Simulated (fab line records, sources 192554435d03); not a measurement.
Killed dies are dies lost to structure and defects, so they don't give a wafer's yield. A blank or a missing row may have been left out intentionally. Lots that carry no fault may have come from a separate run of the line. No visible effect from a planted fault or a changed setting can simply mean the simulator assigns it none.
Matching of chambers    flow n5-finfet    4 sister chambers for N5_ILD0_LINER_00 on ald-sin-02
The step material SiNx, target thk 4 nm, pulse time 1 s, purge time 2 s. 7 wafers are shown with their chamber, then 9 later ones without.

== EACH WAFER AND ITS CHAMBER ==
wafer   chamber  heater-power-w (W)  precursor-pulse-height-rel
L078.2  1        806                 0.981
L082.5  1        787                 0.971
L087.5  2        817                 1.006
L087.6  3        950                 1.021
L094.2  2        777                 0.976
L094.4  0        992                 0.996
L094.6  3        949                 1.047

== WAFERS WHOSE CHAMBER IS MISSING ==
wafer   heater-power-w (W)  precursor-pulse-height-rel
L095.1  802                 0.979
L095.2  803                 1.011
L095.3  935                 0.987
L095.4  995                 1.022
L095.5  805                 1.008
L095.6  929                 1.032
L097.3  809                 1.005
L097.4  819                 0.994
L097.5  814                 0.976

== WHICH CHAMBER EACH ONE RAN IN ==
wafer   from the rows above      in truth
L095.1  can't be placed: 1 or 2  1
L095.2  can't be placed: 2 or 1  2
L095.3  can't be placed: 3 or 0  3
L095.4  can't be placed: 0 or 3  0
L095.5  can't be placed: 2 or 1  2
L095.6  3                        3
L097.3  can't be placed: 2 or 1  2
L097.4  can't be placed: 2 or 1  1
L097.5  can't be placed: 1 or 2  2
Placed correctly: 1 of 9. These rows do not allow placing 8 (true chamber among the candidates in 8). Number placed wrongly: 0.
How it was worked out, from the rows above alone: a wafer's distance from a chamber is the root of the sum, over the readings, of the square of ((its reading less the chamber's mean) divided by the reading's scatter). The wafer belongs to the nearest chamber; if the next one is less than 2 further off, it can't be placed. Each chamber's mean is taken over the wafers shown for it. The scatter is the square root of a quotient: the sum, over the shown wafers, of each reading's squared deviation from its chamber's mean, divided by wafers minus chambers.
